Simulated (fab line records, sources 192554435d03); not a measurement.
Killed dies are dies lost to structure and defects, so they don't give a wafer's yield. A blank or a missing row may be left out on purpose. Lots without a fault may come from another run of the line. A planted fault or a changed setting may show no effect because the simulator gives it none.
Split-lot experiment | flow n5_finfet | 7 lots, 21 wafers read, on a route of 1938 steps

THE SPLIT
At N5_GATE_CUT_EXPOSE_10 (exposes mask GATE CUT, target cd 20 nm), the setting dose_mj was moved away from the recipe's 43.25 on 7 of the 21 wafers read, by -5.1% to +4.4%. The other wafers ran this setting at the recipe's value.

FROM THE SPLIT TO THE READING: what the file shows between them, 12 steps
- N5_GATE_CUT_DESCUM_18: chemistry O2, time 7 s (also split here: time_s)
- N5_GATE_CUT_ETCH_28: etches underlayer in N2/H2, target depth 13 nm, time 10.4 s
- N5_GATE_CUT_ETCH_36: etches SiARC in CF4, target depth 13 nm, time 21.7 s
- N5_GATE_CUT_ETCH_37: etches SOC in N2/H2, target depth 60 nm, overetch 12 nm, time 90 s
- N5_GATE_CUT_STRIP_38: strips in N2/H2
- N5_GATE_CUT_STRIP_39: strips in N2/H2
- N5_GATE_CUT_STRIP_41: strips in CF4
- N5_GATE_CUT_STRIP_42: strips in O2
- N5_GATE_CUT_ETCH_19: etches SiNx in CH3F/O2, target depth 53.7 nm, time 76.7 s
- N5_GATE_CUT_CUT_ETCH_53: etches W in SF6/Cl2, target depth 79.2 nm
- N5_GATE_CUT_CUT_ETCH_54: etches TiN in Cl2/BCl3, target depth 96.7 nm
- N5_GATE_CUT_CUT_ETCH_55: etches HfO2 in BCl3, target depth 3.2 nm

THE READING
GATE_CUT.cd_nm (the simulator's own value, which no gauge read), in nm, at N5_GATE_CUT_ETCH_47 (etches SiO2 in Cl2/BCl3, target depth 10 nm). The file gives no usual value for it. The 14 wafers here that ran the recipe average 19.9 nm, standard deviation 0.57 nm.

wafer  | tool, chamber at the split | dose_mj as run | against the recipe | GATE_CUT.cd_nm, nm | against lot-mates on the recipe
L079.1 | euv_scanner-02, 0          | 41.95          | -3.0%              | 18.4               | -1.0
L079.5 | euv_scanner-02, 0          | 43.25          | recipe             | 19.4               | -
L079.6 | euv_scanner-02, 0          | 41.95          | -3.0%              | 18.8               | -0.6
L081.1 | euv_scanner-02, 0          | 43.25          | recipe             | 20.4               | -
L081.2 | euv_scanner-02, 0          | 41.05          | -5.1%              | 19                 | -1.2
L081.5 | euv_scanner-02, 0          | 43.25          | recipe             | 20                 | -
L084.1 | euv_scanner-02, 0          | 43.25          | recipe             | 20.4               | -
L084.2 | euv_scanner-02, 0          | 43.25          | recipe             | 19.8               | -
L084.4 | euv_scanner-02, 0          | 43.25          | recipe             | 20                 | -
L087.2 | euv_scanner-01, 0          | 45.14          | +4.4%              | 21                 | +1.6
L087.3 | euv_scanner-01, 0          | 43.25          | recipe             | 19.4               | -
L087.4 | euv_scanner-01, 0          | 45.14          | +4.4%              | 20.8               | +1.4
L091.2 | euv_scanner-01, 0          | 41.14          | -4.9%              | 18.4               | -1.2
L091.3 | euv_scanner-01, 0          | 43.25          | recipe             | 19.6               | -
L091.5 | euv_scanner-01, 0          | 41.14          | -4.9%              | 18.8               | -0.8
L093.2 | euv_scanner-01, 0          | 43.25          | recipe             | 20.4               | -
L093.4 | euv_scanner-01, 0          | 43.25          | recipe             | 20.6               | -
L093.6 | euv_scanner-01, 0          | 43.25          | recipe             | 21.2               | -
L096.1 | euv_scanner-02, 0          | 43.25          | recipe             | 19.2               | -
L096.5 | euv_scanner-02, 0          | 43.25          | recipe             | 19.2               | -
L096.2 | euv_scanner-02, 0          | 43.25          | recipe             | 19.6               | -

THE FIT
A straight line over all 21 wafers: GATE_CUT.cd_nm changes by +0.259 nm for each +1% of dose_mj; r = +0.77; the points scatter about the line by 0.54 nm.
The same after taking each lot's own level away (the mean of its wafers on the recipe; 21 wafers): +0.267 nm for each +1%; r = +0.94; scatter 0.25 nm.
On that fit, the largest move of dose_mj shifts the reading by 1.4 nm.
The lots' own levels span 19.33 to 20.73 nm, that is 2.4 times the standard deviation above.
So the lot-to-lot level blurs the effect unless lot-mates are compared.
Check: with one of the wafers moved furthest among these (-5.1%) left out of the fit, the line predicts -1.31 nm for it against its lot-mates. It came out at -1.2 nm against them.

OTHER SPLITS ON THESE WAFERS
These wafers also went through other splits before the reading. Each is held against what the fit with the lots' levels taken away leaves over:
other split on the same wafers | wafers away from the commonest value | r with GATE_CUT.cd_nm (lot level and that fit taken away)
N5_GATE_CUT_DESCUM_18 time_s   | 9                                    | -0.05

THE WHOLE CHAIN: every reading that the file lists as answering this split, in the file's order
step                  | what it does                                                       | reading                                                         | change (the file's fit)               | r (the file's)
N5_GATE_CUT_DESCUM_18 | chemistry O2, time 7 s                                             | GATE_CUT.cd_nm (the simulator's own value, which no gauge read) | +0.23 nm for each +1% of the setting  | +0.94
N5_GATE_CUT_ETCH_28   | etches underlayer in N2/H2, target depth 13 nm, time 10.4 s        | GATE_CUT.cd_nm (the simulator's own value, which no gauge read) | +0.238 nm for each +1% of the setting | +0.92
N5_GATE_CUT_ETCH_36   | etches SiARC in CF4, target depth 13 nm, time 21.7 s               | GATE_CUT.cd_nm (the simulator's own value, which no gauge read) | +0.251 nm for each +1% of the setting | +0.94
N5_GATE_CUT_ETCH_37   | etches SOC in N2/H2, target depth 60 nm, overetch 12 nm, time 90 s | GATE_CUT.cd_nm (the simulator's own value, which no gauge read) | +0.212 nm for each +1% of the setting | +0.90
N5_GATE_CUT_ETCH_19   | etches SiNx in CH3F/O2, target depth 53.7 nm, time 76.7 s          | GATE_CUT.cd_nm (the simulator's own value, which no gauge read) | +0.22 nm for each +1% of the setting  | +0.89
N5_GATE_CUT_ETCH_47   | etches SiO2 in Cl2/BCl3, target depth 10 nm                        | GATE_CUT.cd_nm (the simulator's own value, which no gauge read) | +0.256 nm for each +1% of the setting | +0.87

THE FILE'S OWN FIT
GATE_CUT.cd_nm changes by +0.256 nm for each +1% of dose_mj, r = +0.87.
